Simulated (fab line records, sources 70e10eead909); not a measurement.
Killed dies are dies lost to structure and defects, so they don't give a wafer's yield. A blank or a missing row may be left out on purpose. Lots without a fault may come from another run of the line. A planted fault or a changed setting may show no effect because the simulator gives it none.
Which tool did it? | flow nand_harc | 12 lots, 36 wafers sampled, at 5 steps of a route of 1159

WHAT THE GAUGES READ, wafer by wafer
NHARC_END_SORT_01.
lot  | measured     | on        | killed_at_array | killed_at_other | killed_at_periphery | killed_dies | killed_open | killed_short
L454 | day 24 11:02 | prober-01 | 37              | 1               | 3                   | 41          | 6           | 2

WHICH TOOL RAN EACH LOT (tool, then ch and the chambers of the sampled wafers, then the start)
lot  | NHARC_P_CONTACT_CMP_01        | NHARC_P_CONTACT_ETCH_35            | NHARC_P_CONTACT_ETCH_31                       | NHARC_P_CONTACT_ALD_22
L434 | cmp-01 ch 0,1,3, day 5 16:53  | rie_diel-02 ch 0,2,3, day 5 17:50  | rie_diel-02 ch 0,1, day 5 19:38 or earlier    | ald_metal-02 ch 0,1,2, day 5 19:38
L435 | cmp-02 ch 2,3, day 5 23:22    | rie_diel-08 ch 0,2, day 6 00:29    | rie_diel-08 ch 0,2, day 6 02:25 or earlier    | ald_metal-01 ch 2,3, day 6 02:25
L436 | cmp-04 ch 0,1,3, day 5 23:54  | rie_diel-10 ch 0,1,3, day 6 00:59  | rie_diel-10 ch 0,1, day 6 02:47 or earlier    | ald_metal-02 ch 1,2,3, day 6 02:47
L438 | cmp-04 ch 0,1, day 6 14:54    | rie_diel-02 ch 2,3, day 6 16:01    | rie_diel-02 ch 1,2, day 6 17:53 or earlier    | ald_metal-01 ch 1,2, day 6 17:53
L439 | cmp-02 ch 0,3, day 6 21:06    | rie_diel-10 ch 0,1,3, day 6 22:07  | rie_diel-10 ch 0,1,3, day 6 23:59 or earlier  | ald_metal-02 ch 1,2,3, day 6 23:59
L443 | cmp-02 ch 0,1,2, day 7 18:02  | rie_diel-02 ch 1,2,3, day 7 19:07  | rie_diel-02 ch 2,3, day 7 21:08 or earlier    | ald_metal-01 ch 0,1,2, day 7 21:08
L444 | cmp-02 ch 1,2, day 8 05:28    | rie_diel-08 ch 0,1,3, day 8 06:35  | rie_diel-08 ch 0,1,3, day 8 08:23 or earlier  | ald_metal-03 ch 0,2,3, day 8 08:23
L445 | cmp-02 ch 1,3, day 8 07:16    | rie_diel-08 ch 1,2,3, day 8 08:21  | rie_diel-08 ch 0,1,2, day 8 10:09 or earlier  | ald_metal-01 ch 1,2,3, day 8 10:09
L448 | cmp-01 ch 0,1,2, day 9 04:47  | rie_diel-10 ch 2,3, day 9 05:51    | rie_diel-10 ch 0,2,3, day 9 07:39 or earlier  | ald_metal-03 ch 0,1, day 9 07:39
L452 | cmp-01 ch 1,3, day 9 15:15    | rie_diel-10 ch 0,1,3, day 9 16:13  | rie_diel-10 ch 1,2,3, day 9 17:56 or earlier  | ald_metal-02 ch 0,2, day 9 17:56
L454 | cmp-02 ch 0,1,3, day 10 05:38 | rie_diel-10 ch 0,1,3, day 10 06:37 | rie_diel-10 ch 1,2,3, day 10 08:31 or earlier | ald_metal-02 ch 0,1,2, day 10 08:31
L457 | cmp-02 ch 0,1, day 11 13:49   | rie_diel-08 ch 0,1, day 11 14:53   | rie_diel-08 ch 0,3, day 11 16:44 or earlier   | ald_metal-03 ch 1,2, day 11 16:44
- NHARC_P_CONTACT_CMP_01: polishes SiO2, target thk 200 nm.
- NHARC_P_CONTACT_ETCH_35: etches the open film in CF4, target depth 39 nm, time 65 s.
- NHARC_P_CONTACT_ETCH_31: etches the open film in CH3F/O2, target depth 30 nm, time 85.7 s.
- NHARC_P_CONTACT_ALD_22: deposits TiN, target thk 3 nm, pulse time 1 s, ald cycles 150.

WHAT THE TOOLS THEMSELVES READ (means of the sampled wafers that have a number; where no wafer has one, the mark that the record gives instead)
NHARC_P_CONTACT_CMP_01.
lot  | tool   | edge_zone_pressure_frac | motor_current_A (A)
L434 | cmp-01 | 1.004                   | 12.7
L435 | cmp-02 | 1.000                   | 11.8
L436 | cmp-04 | 1.002                   | 11.8
L438 | cmp-04 | 1.002                   | 12.2
L439 | cmp-02 | 0.998                   | 11.7
L443 | cmp-02 | 1.000                   | 11.8
L444 | cmp-02 | 0.999                   | 12.7
L445 | cmp-02 | 1.003                   | 12.8
L448 | cmp-01 | 1.000                   | 13.2
L452 | cmp-01 | 0.998                   | 13.6
L454 | cmp-02 | 0.998                   | 12.3
L457 | cmp-02 | 0.994                   | 12.7

NHARC_P_CONTACT_ETCH_35.
lot  | tool        | drypump_motor_current_A (A) | mfc_ar_sccm (sccm) | oes_product_au (a.u.) | rf_vpp_V (V) | showerhead_plenum_p_Torr (Torr) | throttle_valve_pct (%)
L434 | rie_diel-02 | 5.6                         | 0.015              | 1.017                 | 150.6        | 1.71                            | 13.293
L435 | rie_diel-08 | 6.1                         | 0.000              | 0.999                 | 150.4        | 1.78                            | 13.288
L436 | rie_diel-10 | 5.3                         | 0.007              | 1.003                 | 151.9        | 1.79                            | 13.280
L438 | rie_diel-02 | 5.8                         | 0.005              | 0.998                 | 150.2        | 1.72                            | 13.275
L439 | rie_diel-10 | 5.3                         | 0.007              | 1.002                 | 151.1        | 1.79                            | 13.286
L443 | rie_diel-02 | 5.9                         | 0.009              | 1.017                 | 151.9        | 1.75                            | 13.281
L444 | rie_diel-08 | 5.8                         | 0.003              | 1.004                 | 152.5        | 1.80                            | 13.279
L445 | rie_diel-08 | 5.5                         | 0.003              | 0.998                 | 150.3        | 1.73                            | 13.289
L448 | rie_diel-10 | 5.8                         | 0.000              | 1.004                 | 151.6        | 1.79                            | 13.282
L452 | rie_diel-10 | 5.3                         | 0.007              | 0.963                 | 151.7        | 1.79                            | 13.286
L454 | rie_diel-10 | 5.3                         | 0.007              | 0.962                 | 151.4        | 1.79                            | 13.284
L457 | rie_diel-08 | 6.1                         | 0.000              | 1.003                 | 152.2        | 1.85                            | 13.284

NHARC_P_CONTACT_ETCH_31.
lot  | tool        | ch3f_flow_sccm (sccm) | drypump_motor_current_A (A) | mfc_ar_sccm (sccm) | oes_product_au (a.u.) | rf_vpp_V (V) | showerhead_plenum_p_Torr (Torr) | throttle_valve_pct (%)
L434 | rie_diel-02 | 49.92                 | 5.7                         | 199.8              | 0.985                 | 243.0        | 2.40                            | 20.676
L435 | rie_diel-08 | 49.90                 | 5.8                         | 199.7              | 0.969                 | 244.2        | 2.38                            | 20.660
L436 | rie_diel-10 | 50.03                 | 4.9                         | 199.7              | 0.991                 | 244.8        | 2.44                            | 20.662
L438 | rie_diel-02 | 49.91                 | 5.9                         | 200.1              | 0.986                 | 243.2        | 2.41                            | 20.660
L439 | rie_diel-10 | 50.17                 | 5.3                         | 199.8              | 0.978                 | 244.9        | 2.49                            | 20.659
L443 | rie_diel-02 | 50.10                 | 5.8                         | 200.0              | 1.000                 | 242.9        | 2.39                            | 20.660
L444 | rie_diel-08 | 50.11                 | 5.8                         | 199.5              | 0.988                 | 245.1        | 2.50                            | 20.662
L445 | rie_diel-08 | 49.96                 | 5.8                         | 200.0              | 0.985                 | 244.4        | 2.49                            | 20.663
L448 | rie_diel-10 | 50.01                 | 5.6                         | 200.3              | 0.985                 | 244.6        | 2.46                            | 20.660
L452 | rie_diel-10 | 50.09                 | 5.6                         | 199.6              | 0.991                 | 244.7        | 2.51                            | 20.663
L454 | rie_diel-10 | 49.91                 | 5.5                         | 199.9              | 0.986                 | 244.2        | 2.51                            | 20.665
L457 | rie_diel-08 | 49.97                 | 5.9                         | 200.2              | 0.978                 | 243.6        | 2.40                            | 20.658

NHARC_P_CONTACT_ALD_22.
lot  | tool         | heater_power_w (W) | precursor_pulse_height_rel
L434 | ald_metal-02 | 1057               | 0.987
L435 | ald_metal-01 | 998                | 0.994
L436 | ald_metal-02 | 1142               | 0.997
L438 | ald_metal-01 | 1051               | 1.008
L439 | ald_metal-02 | 1158               | 1.011
L443 | ald_metal-01 | 1056               | 0.997
L444 | ald_metal-03 | 997                | 0.970
L445 | ald_metal-01 | 1040               | 1.025
L448 | ald_metal-03 | 864                | 1.020
L452 | ald_metal-02 | 1018               | 0.999
L454 | ald_metal-02 | 1060               | 0.997
L457 | ald_metal-03 | 995                | 0.995

THE ANSWER, worked out from the rows above alone
Rule: what is usual is taken from the lots themselves. Put in order of their means at a reading, lots are off if they are a third of the lots or fewer, leave a main group of 4 or more, and stand apart from it by a gap of 3 or more times the standard deviation of the main group's means; of several such gaps the widest counts. A main group whose means are all the same, to the digits that the tables above print for the reading, isn't used. A lot without any number at a reading at which 4 lots or more have one is off too. The other lots that the step has rows for count as sound. The gauges are gone through in route order, then the tools' own readings, and for those a lot's mean is taken as printed above. The first step at which some lot is off is used, and at that step the reading that is off furthest; a lot without a number counts as furthest.
Off: L452, L454, at NHARC_P_CONTACT_ETCH_35 (oes_product_au). The main group: mean 1.004 a.u., standard deviation 0.0066.
A tool fits if, at that step or a process step before it, it ran every lot that is off, and no sound lot after the first of them. One fits: rie_diel-10 at NHARC_P_CONTACT_ETCH_35. Its last sound lot is L448 (day 9 05:51), its first lot that is off L452 (day 9 16:13): a fault that began between those two fits.
The tool's own readings at NHARC_P_CONTACT_ETCH_35 bear it out: on the lots that are off they differ by more than 5 times the standard deviation of the sound lots' means. oes_product_au reads 0.962 a.u. there against 1.004 a.u. on the sound lots.

WHAT THE SIMULATOR HAD PUT IN
Process parameter drift: rie_diel-10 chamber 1, from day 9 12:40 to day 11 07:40, at NHARC_P_CONTACT_ETCH_35. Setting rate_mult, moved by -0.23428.
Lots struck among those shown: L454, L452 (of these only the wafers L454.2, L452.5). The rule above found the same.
